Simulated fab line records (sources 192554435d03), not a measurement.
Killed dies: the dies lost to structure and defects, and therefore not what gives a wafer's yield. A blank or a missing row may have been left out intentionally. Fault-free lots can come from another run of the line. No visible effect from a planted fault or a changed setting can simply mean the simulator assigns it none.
Matching of chambers + flow n5_finfet + 4 sister chambers for N5_SD_EPI_P_ETCH_47 on rie_diel-01
The step etches SiOCN in CH3F/O2, target depth 25 nm. 16 wafers are shown with their chamber, then 8 later ones without.

## EACH WAFER AND ITS CHAMBER
| wafer  | chamber | showerhead_plenum_p_Torr (Torr) | rf_vpp_V (V) | oes_product_au (a.u.) |
|--------|---------|---------------------------------|--------------|-----------------------|
| L074.2 | 2       | 2.08                            | 126.8        | 0.72                  |
| L074.5 | 2       | 2.09                            | 127.6        | 0.73                  |
| L074.6 | 3       | 2.08                            | 134.4        | 0.75                  |
| L079.3 | 0       | 2.06                            | 126.7        | 0.69                  |
| L079.4 | 1       | 1.99                            | 127.1        | 0.74                  |
| L079.6 | 3       | 2.08                            | 133.0        | 0.73                  |
| L083.2 | 3       | 2.08                            | 133.5        | 0.73                  |
| L083.5 | 0       | 2.06                            | 128.8        | 0.68                  |
| L083.6 | 3       | 2.08                            | 132.2        | 0.73                  |
| L084.1 | 2       | 2.08                            | 127.2        | 0.71                  |
| L084.2 | 0       | 2.06                            | 127.9        | 0.67                  |
| L084.5 | 1       | 1.98                            | 127.1        | 0.73                  |
| L087.1 | 3       | 2.07                            | 132.8        | 0.73                  |
| L087.3 | 2       | 2.08                            | 128.4        | 0.71                  |
| L087.4 | 1       | 1.98                            | 127.6        | 0.74                  |
| L090.1 | 1       | 1.98                            | 126.5        | 0.72                  |

SIGNATURES (means of the wafers above)
| reading                  | chamber 0 | chamber 1 | chamber 2 | chamber 3 | scatter within a chamber |
|--------------------------|-----------|-----------|-----------|-----------|--------------------------|
| showerhead_plenum_p_Torr | 2.0600    | 1.9825    | 2.0825    | 2.0780    | 0.00438                  |
| rf_vpp_V                 | 127.800   | 127.075   | 127.500   | 133.180   | 0.761                    |
| oes_product_au           | 0.6800    | 0.7325    | 0.7175    | 0.7340    | 0.00944                  |
Rule: for each reading, subtract the chamber's mean from the wafer's reading, divide by that reading's scatter and square the result; add these up over the readings and take the root, which gives the wafer's distance from the chamber. If the next closest chamber is less than 2 further off than the closest, the wafer can't be placed; otherwise it belongs to the closest. The scatter: the root of (the sum of the squares of (reading less its chamber's mean) over the shown wafers, divided by (wafers less chambers)).

## WAFERS MISSING THEIR CHAMBER
| wafer  | showerhead_plenum_p_Torr (Torr) | rf_vpp_V (V) | oes_product_au (a.u.) |
|--------|---------------------------------|--------------|-----------------------|
| L090.3 | 2.07                            | 132.8        | 0.72                  |
| L090.6 | 2.07                            | 128.4        | 0.70                  |
| L093.1 | 1.98                            | 127.3        | 0.71                  |
| L093.4 | 2.07                            | 126.0        | 0.70                  |
| L093.6 | 1.98                            | 128.7        | 0.72                  |
| L097.3 | 1.98                            | 127.1        | 0.71                  |
| L097.4 | 2.07                            | 134.4        | 0.70                  |
| L097.5 | 2.07                            | 127.2        | 0.69                  |

## THE CHAMBER EACH PASSED THROUGH
| wafer  | from the rows above     | in truth |
|--------|-------------------------|----------|
| L090.3 | 3                       | 3        |
| L090.6 | can't be placed: 0 or 2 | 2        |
| L093.1 | 1                       | 1        |
| L093.4 | can't be placed: 0 or 2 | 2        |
| L093.6 | 1                       | 1        |
| L097.3 | 1                       | 1        |
| L097.4 | 3                       | 3        |
| L097.5 | can't be placed: 0 or 2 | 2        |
Placed correctly: 5 of 8. Not placeable from these rows: 3 (in 3, the candidates include the true chamber). Placed wrongly: 0.
